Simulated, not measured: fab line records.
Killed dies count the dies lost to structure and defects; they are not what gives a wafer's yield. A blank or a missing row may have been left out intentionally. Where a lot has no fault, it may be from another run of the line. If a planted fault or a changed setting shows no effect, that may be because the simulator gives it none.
Split-lot experiment | flow n5Finfet | 21 wafers read across 7 lots, on a route 1938 steps long

## SPLIT DETAILS
At N5_BEOL_M7_ETCH_41 (etches SiCN in CH3F/O2, target depth 31.9 nm, time 57.8 s), the setting sourceW was moved away from the recipe's 395 W on 7 of the 21 wafers read, by -13.5% to +17.3%. All remaining wafers had this setting at the recipe value.

The reading comes from the split's own step.

## THE READING
rfVppV, in V, at N5_BEOL_M7_ETCH_41 (etches SiCN in CH3F/O2, target depth 31.9 nm, time 57.8 s). On this fab line, fault-free wafers typically give 298.1 V with a standard deviation of 1.3 V.

wafer  | tool, chamber at the split | sourceW as run, W | against the recipe | rfVppV, V | against lot-mates on the recipe
L076.2 | rieDiel-05, 3              | 395               | recipe             | 296.2     | -
L076.3 | rieDiel-05, 0              | 427.9             | +8.3%              | 291.3     | -5.8
L076.6 | rieDiel-05, 1              | 395               | recipe             | 298.1     | -
L086.1 | rieDiel-03, 3              | 395               | recipe             | 296.9     | -
L086.5 | rieDiel-03, 2              | 395               | recipe             | 297.8     | -
L086.6 | rieDiel-03, 3              | 395               | recipe             | 296.6     | -
L088.1 | rieDiel-05, 2              | 395               | recipe             | 299.7     | -
L088.5 | rieDiel-05, 2              | 361.7             | -8.4%              | 308.3     | +9.9
L088.6 | rieDiel-05, 0              | 395               | recipe             | 297.0     | -
L087.1 | rieDiel-03, 2              | 341.6             | -13.5%             | 313.3     | +15.1
L087.2 | rieDiel-03, 0              | 395               | recipe             | 298.2     | -
L087.4 | rieDiel-03, 2              | 341.6             | -13.5%             | 312.0     | +13.8
L089.1 | rieDiel-05, 3              | 463.2             | +17.3%             | 280.9     | -18.4
L089.2 | rieDiel-05, 1              | 395               | recipe             | 299.9     | -
L089.3 | rieDiel-05, 0              | 395               | recipe             | 298.6     | -
L094.1 | rieDiel-05, 2              | 395               | recipe             | 300.8     | -
L094.3 | rieDiel-05, 0              | 395               | recipe             | 298.6     | -
L094.6 | rieDiel-05, 0              | 395               | recipe             | 296.9     | -
L095.2 | rieDiel-06, 3              | 462               | +17.0%             | 279.4     | -18.9
L095.3 | rieDiel-06, 0              | 395               | recipe             | 298.3     | -
L095.4 | rieDiel-06, 2              | 462               | +17.0%             | 279.9     | -18.4

FIT RESULTS
A straight line over all 21 wafers: rfVppV changes by -1.06 V for each +1% of sourceW; r = -0.99; the points scatter about the line by 1.3 V.
The same after taking each lot's own level away (the mean of its wafers on the recipe; 21 wafers): -1.07 V for each +1%; r = -0.99; scatter 1.2 V.
Per that fit: largest sourceW move, reading shift of 18 V.
From 297.10 to 299.25 V: that is the span of the lots' own levels, equal to 1.7 times the standard deviation above.
Hence the lot-to-lot level has little effect on the slope; both slopes agree.
Check: -18.3 V against its lot-mates is what the line predicts for one of the wafers moved furthest among these (+17.3%) when that wafer is left out of the fit. Against them it came out at -18.4 V.
Tool readings at the split's step, against how far the setting was moved: rfVppV r = -0.99.

## THESE WAFERS: OTHER SPLITS
Before the reading, these wafers also passed through other splits. Each is held against what the fit with the lots' levels taken away leaves over:
other split on the same wafers | wafers away from the commonest value | r with rfVppV (lot level and that fit taken away)
N5_BEOL_M5_ETCH_62 sourceW     | 9                                    | +0.15
N5_BEOL_M5_COAT_65 spinRpm     | 7                                    | +0.08
N5_BEOL_M5_EXPOSE_25 doseMj    | 8                                    | +0.22
N5_BEOL_M6_ETCH_66 biasW       | 9                                    | -0.11

## THE WHOLE CHAIN: every reading that the file lists as answering this split, in the file's order
step               | what it does                                              | reading                                                       | change (the file's fit)               | r (the file's)
N5_BEOL_M7_ETCH_41 | etches SiCN in CH3F/O2, target depth 31.9 nm, time 57.8 s | rfVppV                                                        | -1.06 V for each +1% of the setting   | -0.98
N5_BEOL_M7_ETCH_41 | etches SiCN in CH3F/O2, target depth 31.9 nm, time 57.8 s | etch.depthNm (the simulator's own value, which no gauge read) | +0.114 nm for each +1% of the setting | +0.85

## FILE'S OWN FIT
rfVppV changes by -1.06 V for each +1% of sourceW, r = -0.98.
